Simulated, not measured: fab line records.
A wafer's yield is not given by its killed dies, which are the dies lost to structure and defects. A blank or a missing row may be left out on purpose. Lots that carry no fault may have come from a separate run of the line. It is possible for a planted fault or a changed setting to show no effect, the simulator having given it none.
Comparing a struck lot with a sound one    flow n5-finfet    17 steps out of a route of 1938
Sound: wafers L992.2, L992.3, L992.6. The struck wafers were L105.4, L105.5, L105.6. The cause comes at the end.
For every step that has rows: the tool of each side, followed by ch and its chambers, followed by its first start. Under that, the readings that differ: sound wafers    struck wafers    difference of the means    sigmas: that difference in standard deviations of wafers without a fault.
alike: readings whose means differ by less than 2 such deviations, and words and numbers that are the same on both sides. not compared: withheld readings, readings that some wafer has no value for, bounds like >300 that may hide the same value, and numbers for which the record gives no deviation and whose values overlap.
The two part at a step that has a row with sigmas, a row that says differs or no value, or rows on one side only. Numbers that don't overlap but have no deviation are shown without sigmas and don't part them. Lack of a reading on every wafer of one side parts them only where that side has two or more wafers.

first, 9 steps without rows for these wafers: N5_BEOL_M0_SAQP_COAT_34 (resist thk 30 nm); N5_BEOL_M0_SAQP_EBR_36; N5_BEOL_M0_SAQP_SOFTBAKE_35 (time 60 s); N5_BEOL_M0_SAQP_EXPOSE_37 (exposes mask M0 CUT1, target cd 30 nm); N5_BEOL_M0_SAQP_PEB_38 (peb time 60 s); N5_BEOL_M0_SAQP_DEVELOP_39 (develop time 30 s); N5_BEOL_M0_SAQP_DESCUM_45 (chemistry O2, time 7 s); N5_BEOL_M0_SAQP_ETCH_88 (etches underlayer in N2/H2, target depth 6.5 nm, time 5.2 s); N5_BEOL_M0_SAQP_ETCH_73 (etches SiARC in CF4, target depth 19.5 nm, time 32.5 s).
N5_BEOL_M0_SAQP_CUT_ETCH_46: etches SOC in N2/H2, target depth 135 nm, overetch 27 nm, time 202.5 s.
  sound on rie-diel-01 ch 2,3, day 7 01:59; struck on rie-diel-01 ch 0,1,3, day 10 06:16
reading                                          sound    struck       difference  sigmas
model.SiARC_of_BEOL_M0_SAQP_COAT_72.thk-nm (nm)  6 4.8 6  8.2 7.4 7.4  +2.1        
  alike: bias-w, drypump-motor-current-A, n2-flow-sccm, rf-fwd-power-W, rf-vpp-V, showerhead-plenum-p-Torr, throttle-valve-pct
  not compared: rf-hours-counter-h, model.BEOL_M0_SAQP.cd-nm
then, 3 steps without rows for these wafers: N5_BEOL_M0_SAQP_STRIP_74 (strips in N2/H2); N5_BEOL_M0_SAQP_STRIP_89 (strips in N2/H2); N5_BEOL_M0_SAQP_ALD_48 (deposits SiO2, target thk 20 nm, pulse time 1 s, co reactant pulse time 1 s).
N5_BEOL_M0_SAQP_ETCH_49: etches SiO2 in CF4/O2, target depth 37 nm.
  sound on rie-diel-01 ch 0,1, day 7 02:42; struck on rie-diel-01 ch 0,1,2, day 10 07:00
  alike: bias-w, drypump-motor-current-A, oes-product-au, rf-fwd-power-W, rf-vpp-V, showerhead-plenum-p-Torr, throttle-valve-pct
  not compared: rf-hours-counter-h, model.BEOL_M0_SAQP.cd-nm
then, 1 step without rows for these wafers: N5_BEOL_M0_SAQP_STRIP_75 (strips in CF4).
-- a jump in the record: the struck wafers' starts before and after are 2 days apart (it breaks off in module BEOL_M0_SAQP and resumes in module BEOL_M4, where the first step shown is number 1111 of the route) --
N5_BEOL_M4_RC_MEAS_101:
  sound on prober-02 ch 0, day 9 03:31; struck on prober-01 ch 0, day 12 10:42
  alike: DIBL_N, DIBL_P, IOFF_N, IOFF_P, ION_N, ION_P, SS_N, SS_P, VT_N, VT_P
-- record jumps: 4 days separate the struck wafers' starts on either side; left off in module BEOL_M4, taken up again in module PASSIVATION, whose first shown step is the route's number 1936 --
N5_PASSIVATION_PROBE_49:
  sound on prober-02, day 13 17:59; struck on prober-02, day 16 17:46
  alike: defect-limited-yield, killed_at_M0_to_M3, killed_at_M4_up, killed-at-contacts, killed-at-front-end, killed-at-other, killed-dies, killed-open, killed-short, sort_bin_4_leakage, sort_bin_5_function, sort_bin_6_memory, sort_bin_8_speed, sort-n-pass, sort-yield-pct

## WHERE THEY PART
Nowhere in this record.

WHY: what had been put in by the simulator
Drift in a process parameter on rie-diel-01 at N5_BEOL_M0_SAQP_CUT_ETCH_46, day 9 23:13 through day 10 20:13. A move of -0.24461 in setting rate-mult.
